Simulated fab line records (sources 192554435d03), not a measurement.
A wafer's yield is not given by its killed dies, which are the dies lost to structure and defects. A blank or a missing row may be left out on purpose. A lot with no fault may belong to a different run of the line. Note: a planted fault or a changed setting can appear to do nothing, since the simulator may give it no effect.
Split-lot study :: flow n5_finfet :: route with 1938 steps; 7 lots, 21 wafers read

## THE SPLIT ITSELF
At N5_MIM_BOT_LITHO_EXPOSE_05 (exposes mask MIM BOT), the setting dose_mj was moved away from the recipe's 24.25 on 6 of the 21 wafers read, by -6.7% to +5.7%. For the rest of the wafers, this setting stayed at what the recipe calls for.

## FROM THE SPLIT TO THE READING: what the file shows between them, 3 steps
- N5_MIM_BOT_LITHO_PEB_06
- N5_MIM_BOT_LITHO_DEVELOP_07: develop time 60 s
- N5_MIM_BOT_LITHO_HARDBAKE_09: time 120 s

## THE READING
cd_nm at N5_MIM_BOT_LITHO_CD_MEAS_08, given in nm (cd target 3000 nm). Fault-free wafers of this fab line usually give 3000.3 nm, standard deviation 1.7 nm.

wafer: L077.1
tool, chamber at the split: krf_scanner-01, 0
dose_mj as run: 24.25
against the recipe: recipe
cd_nm, nm: 2999.9
against lot-mates on the recipe: -

wafer: L077.2
tool, chamber at the split: krf_scanner-01, 0
dose_mj as run: 24.25
against the recipe: recipe
cd_nm, nm: 2998.1
against lot-mates on the recipe: -

wafer: L077.6
tool, chamber at the split: krf_scanner-01, 0
dose_mj as run: 24.25
against the recipe: recipe
cd_nm, nm: 2999.8
against lot-mates on the recipe: -

wafer: L080.1
tool, chamber at the split: krf_scanner-01, 0
dose_mj as run: 22.62
against the recipe: -6.7%
cd_nm, nm: 2987.0
against lot-mates on the recipe: -12.9

wafer: L080.3
tool, chamber at the split: krf_scanner-01, 0
dose_mj as run: 22.62
against the recipe: -6.7%
cd_nm, nm: 2987.4
against lot-mates on the recipe: -12.5

wafer: L080.4
tool, chamber at the split: krf_scanner-01, 0
dose_mj as run: 24.25
against the recipe: recipe
cd_nm, nm: 2999.9
against lot-mates on the recipe: -

wafer: L081.1
tool, chamber at the split: krf_scanner-02, 0
dose_mj as run: 24.25
against the recipe: recipe
cd_nm, nm: 3003.0
against lot-mates on the recipe: -

wafer: L081.4
tool, chamber at the split: krf_scanner-02, 0
dose_mj as run: 24.25
against the recipe: recipe
cd_nm, nm: 3002.5
against lot-mates on the recipe: -

wafer: L081.6
tool, chamber at the split: krf_scanner-02, 0
dose_mj as run: 24.83
against the recipe: +2.4%
cd_nm, nm: 3007.8
against lot-mates on the recipe: +5.1

wafer: L086.1
tool, chamber at the split: krf_scanner-01, 0
dose_mj as run: 24.25
against the recipe: recipe
cd_nm, nm: 3004.3
against lot-mates on the recipe: -

wafer: L086.3
tool, chamber at the split: krf_scanner-01, 0
dose_mj as run: 24.25
against the recipe: recipe
cd_nm, nm: 3004.6
against lot-mates on the recipe: -

wafer: L086.5
tool, chamber at the split: krf_scanner-01, 0
dose_mj as run: 24.25
against the recipe: recipe
cd_nm, nm: 3003.6
against lot-mates on the recipe: -

wafer: L090.2
tool, chamber at the split: krf_scanner-02, 0
dose_mj as run: 24.25
against the recipe: recipe
cd_nm, nm: 3000.6
against lot-mates on the recipe: -

wafer: L090.3
tool, chamber at the split: krf_scanner-02, 0
dose_mj as run: 25.41
against the recipe: +4.8%
cd_nm, nm: 3006.2
against lot-mates on the recipe: +6.1

wafer: L090.5
tool, chamber at the split: krf_scanner-02, 0
dose_mj as run: 24.25
against the recipe: recipe
cd_nm, nm: 2999.7
against lot-mates on the recipe: -

wafer: L092.2
tool, chamber at the split: krf_scanner-02, 0
dose_mj as run: 24.25
against the recipe: recipe
cd_nm, nm: 3000.4
against lot-mates on the recipe: -

wafer: L092.4
tool, chamber at the split: krf_scanner-02, 0
dose_mj as run: 25.64
against the recipe: +5.7%
cd_nm, nm: 3011.6
against lot-mates on the recipe: +11.2

wafer: L092.6
tool, chamber at the split: krf_scanner-02, 0
dose_mj as run: 25.64
against the recipe: +5.7%
cd_nm, nm: 3011.6
against lot-mates on the recipe: +11.2

wafer: L096.1
tool, chamber at the split: krf_scanner-01, 0
dose_mj as run: 24.25
against the recipe: recipe
cd_nm, nm: 3000.6
against lot-mates on the recipe: -

wafer: L096.2
tool, chamber at the split: krf_scanner-01, 0
dose_mj as run: 24.25
against the recipe: recipe
cd_nm, nm: 3000.6
against lot-mates on the recipe: -

wafer: L096.6
tool, chamber at the split: krf_scanner-01, 0
dose_mj as run: 24.25
against the recipe: recipe
cd_nm, nm: 3001.6
against lot-mates on the recipe: -

FIT RESULTS
A straight line over all 21 wafers: cd_nm changes by +1.89 nm for each +1% of dose_mj; r = +0.95; the points scatter about the line by 2 nm.
The same after taking each lot's own level away (the mean of its wafers on the recipe; 21 wafers): +1.84 nm for each +1%; r = +0.99; scatter 0.82 nm.
The reading moves by 12 nm for the largest change in dose_mj, on that fit.
Measured against the standard deviation above, the lots' own levels, which go from 2999.27 to 3004.17 nm, span 2.9 times it.
Hence the lot-to-lot level has little effect on the slope; both slopes agree.
Check: with one of the wafers moved furthest among these (-6.7%) left out of the fit, the line predicts -12.3 nm for it against its lot-mates. It came out at -12.9 nm against them.

## OTHER SPLITS ON THESE WAFERS
Note: prior to the reading, these wafers also went through further splits. Each is held against what the fit with the lots' levels taken away leaves over:
other split on the same wafers: N5_BEOL_M15_ETCH_61 time_s
wafers away from the commonest value: 6
r with cd_nm (lot level and that fit taken away): -0.01

## THE FILE'S OWN FIT
cd_nm changes by +1.78 nm for each +1% of dose_mj, r = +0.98.
